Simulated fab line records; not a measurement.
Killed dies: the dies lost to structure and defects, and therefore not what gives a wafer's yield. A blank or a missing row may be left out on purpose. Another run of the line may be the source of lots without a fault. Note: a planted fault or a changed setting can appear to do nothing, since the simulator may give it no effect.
Which of the tools did it? || flow n5-finfet || 10 lots with 30 wafers sampled at 4 steps, on a route of 1938 steps

WHAT THE GAUGES READ, wafer by wafer
N5_PMOS_HMC_CHANNEL_EPI_THK_MEAS_22.
{"lot": "L231", "measured": "day 2 02:04", "on": "film-metro-01", "HMC_CMP_THK (nm)": "53.3 53.1 52.7"}
{"lot": "L232", "measured": "day 2 07:59", "on": "film-metro-02", "HMC_CMP_THK (nm)": "54.4 54.5 54.4"}
{"lot": "L234", "measured": "day 2 20:53", "on": "film-metro-01", "HMC_CMP_THK (nm)": "54.8 54.3 53.9"}
{"lot": "L236", "measured": "day 3 08:01", "on": "film-metro-02", "HMC_CMP_THK (nm)": "54.5 55.3 54.5"}
{"lot": "L242", "measured": "day 4 20:13", "on": "film-metro-02", "HMC_CMP_THK (nm)": "59.8 59.9 59.7"}
{"lot": "L243", "measured": "day 5 02:01", "on": "film-metro-02", "HMC_CMP_THK (nm)": "58.5 58.6 58.6"}
{"lot": "L244", "measured": "day 5 08:59", "on": "film-metro-01", "HMC_CMP_THK (nm)": "58.7 58.7 58.6"}
{"lot": "L246", "measured": "day 5 19:49", "on": "film-metro-01", "HMC_CMP_THK (nm)": "53.1 52.8 53.1"}
{"lot": "L249", "measured": "day 6 13:53", "on": "film-metro-02", "HMC_CMP_THK (nm)": "54.2 53.7 53.5"}
{"lot": "L251", "measured": "day 7 02:05", "on": "film-metro-02", "HMC_CMP_THK (nm)": "53.2 53.3 52.8"}

WHICH TOOL RAN EACH LOT (tool, then ch and the chambers of the sampled wafers, then the start)
{"lot": "L231", "N5_WELL_APT_DESCUM_30": "rie-diel-06 ch 0,1, day 1 21:08", "N5_WELL_APT_RTA_34": "rtp-anneal-01 ch 0, day 1 22:00", "N5_PMOS_HMC_CHANNEL_EPI_FIN_RECESS_16": "rie-si-05 ch 0,2,3, day 1 23:52"}
{"lot": "L232", "N5_WELL_APT_DESCUM_30": "rie-diel-03 ch 0,2,3, day 2 02:57", "N5_WELL_APT_RTA_34": "rtp-anneal-02 ch 0, day 2 03:46", "N5_PMOS_HMC_CHANNEL_EPI_FIN_RECESS_16": "rie-si-05 ch 0,2,3, day 2 05:46"}
{"lot": "L234", "N5_WELL_APT_DESCUM_30": "rie-diel-02 ch 0,2,3, day 2 15:25", "N5_WELL_APT_RTA_34": "rtp-anneal-01 ch 0, day 2 16:14", "N5_PMOS_HMC_CHANNEL_EPI_FIN_RECESS_16": "rie-si-03 ch 0,3, day 2 18:49"}
{"lot": "L236", "N5_WELL_APT_DESCUM_30": "rie-diel-03 ch 0,2,3, day 3 03:12", "N5_WELL_APT_RTA_34": "rtp-anneal-01 ch 0, day 3 03:59", "N5_PMOS_HMC_CHANNEL_EPI_FIN_RECESS_16": "rie-si-04 ch 2,3, day 3 05:49"}
{"lot": "L242", "N5_WELL_APT_DESCUM_30": "rie-diel-06 ch 1,2,3, day 4 14:56", "N5_WELL_APT_RTA_34": "rtp-anneal-02 ch 0, day 4 16:02", "N5_PMOS_HMC_CHANNEL_EPI_FIN_RECESS_16": "rie-si-05 ch 1,2,3, day 4 18:01"}
{"lot": "L243", "N5_WELL_APT_DESCUM_30": "rie-diel-02 ch 0,3, day 4 21:21", "N5_WELL_APT_RTA_34": "rtp-anneal-02 ch 0, day 4 22:11", "N5_PMOS_HMC_CHANNEL_EPI_FIN_RECESS_16": "rie-si-05 ch 0,3, day 5 00:13"}
{"lot": "L244", "N5_WELL_APT_DESCUM_30": "rie-diel-06 ch 0,1,3, day 5 03:45", "N5_WELL_APT_RTA_34": "rtp-anneal-02 ch 0, day 5 04:33", "N5_PMOS_HMC_CHANNEL_EPI_FIN_RECESS_16": "rie-si-05 ch 0,1,2, day 5 06:43"}
{"lot": "L246", "N5_WELL_APT_DESCUM_30": "rie-diel-02 ch 0,2,3, day 5 15:07", "N5_WELL_APT_RTA_34": "rtp-anneal-01 ch 0, day 5 15:52", "N5_PMOS_HMC_CHANNEL_EPI_FIN_RECESS_16": "rie-si-04 ch 0,1, day 5 17:37"}
{"lot": "L249", "N5_WELL_APT_DESCUM_30": "rie-diel-03 ch 0,1, day 6 08:56", "N5_WELL_APT_RTA_34": "rtp-anneal-02 ch 0, day 6 09:51", "N5_PMOS_HMC_CHANNEL_EPI_FIN_RECESS_16": "rie-si-03 ch 0,2,3, day 6 11:41"}
{"lot": "L251", "N5_WELL_APT_DESCUM_30": "rie-diel-02 ch 1,2,3, day 6 21:37", "N5_WELL_APT_RTA_34": "rtp-anneal-01 ch 0, day 6 22:26", "N5_PMOS_HMC_CHANNEL_EPI_FIN_RECESS_16": "rie-si-04 ch 0,1,2, day 7 00:17"}
- N5_WELL_APT_DESCUM_30: chemistry O2, time 7.9 s.
- N5_WELL_APT_RTA_34: time 10 s.
- N5_PMOS_HMC_CHANNEL_EPI_FIN_RECESS_16: chemistry HBr/Cl2, target Si, target depth 54 nm, time 18 s.

THE ANSWER, worked out from the rows above alone
Rule: the lots themselves supply what counts as usual. Put in order of their means at a reading, lots are off if they are a third of the lots or fewer, leave a main group of 4 or more, and stand apart from it by a gap of 3 or more times the standard deviation of the main group's means; of several such gaps the widest counts. A main group is skipped when, at the precision printed for the reading in the tables above, its means are all equal. Also off: a lot with no number at a reading for which 4 or more lots have one. Any other lot the step has rows for is counted as sound.
Off: L242, L243, L244, seen at N5_PMOS_HMC_CHANNEL_EPI_THK_MEAS_22 (HMC_CMP_THK). Mean 53.8 nm and standard deviation 0.69 in the main group.
A tool fits if, at a process step before that reading, it ran every lot that is off, and no sound lot after the first of them. The gauges at N5_PMOS_HMC_CHANNEL_EPI_THK_MEAS_22 are tried like those tools. One fits: rie-si-05 at N5_PMOS_HMC_CHANNEL_EPI_FIN_RECESS_16. Its last sound lot is L232 (day 2 05:46), its first lot that is off L242 (day 4 18:01): a fault that began between those two fits.

WHAT THE SIMULATOR PUT IN
Process parameters drifting: rie-si-05 at N5_PMOS_HMC_CHANNEL_EPI_FIN_RECESS_16, beginning at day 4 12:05. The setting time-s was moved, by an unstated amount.
Shown lots that were struck: L242, L243, L244. The rule above found the same.
